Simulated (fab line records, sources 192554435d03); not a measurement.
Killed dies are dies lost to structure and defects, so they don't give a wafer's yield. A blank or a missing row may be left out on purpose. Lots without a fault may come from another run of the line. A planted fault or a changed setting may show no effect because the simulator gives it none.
Chamber matching | flow n5_finfet | N5_BEOL_M3_ILD_DEP_00 on pecvd-03: 3 sister chambers
The step deposits SiOC from DEMS/O2, target thk 79 nm, time 15.3 s. 3 wafers are shown with their chamber, then 11 later ones without.

WAFERS WITH THEIR CHAMBER
wafer  | chamber | throttle_valve_pct (%)
L082.4 | 1       | 12.0
L084.4 | 2       | 11.0
L086.1 | 0       | 11.6

WAFERS WITHOUT THEIR CHAMBER
wafer  | throttle_valve_pct (%)
L086.3 | 12.1
L086.4 | 11.9
L089.2 | 12.1
L089.4 | 12.1
L089.5 | 11.8
L095.1 | 11.5
L095.3 | 12.1
L095.6 | 11.6
L096.1 | 11.9
L096.4 | 11.8
L096.5 | 12.2

WHICH CHAMBER EACH WENT THROUGH
wafer  | from the rows above     | in truth
L086.3 | 1                       | 1
L086.4 | can't be placed: 1 or 0 | 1
L089.2 | 1                       | 1
L089.4 | 1                       | 1
L089.5 | can't be placed: 1 or 0 | 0
L095.1 | 0                       | 0
L095.3 | 1                       | 1
L095.6 | 0                       | 0
L096.1 | can't be placed: 1 or 0 | 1
L096.4 | can't be placed: 1 or 0 | 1
L096.5 | 1                       | 1
Placed correctly: 7 of 11. Can't be placed from these rows: 4 (the true chamber is among the candidates in 4). Placed wrongly: 0.
How it was worked out, from the rows above alone: a wafer's distance from a chamber is the root of the sum, over the readings, of the square of ((its reading less the chamber's mean) divided by the reading's scatter). The wafer belongs to the nearest chamber; if the next one is less than 2 further off, it can't be placed. A chamber's mean is the mean of its shown wafers. The scatter: with one shown wafer a chamber, the root of the mean of the squares of how far each hidden wafer lies from its nearest shown one.
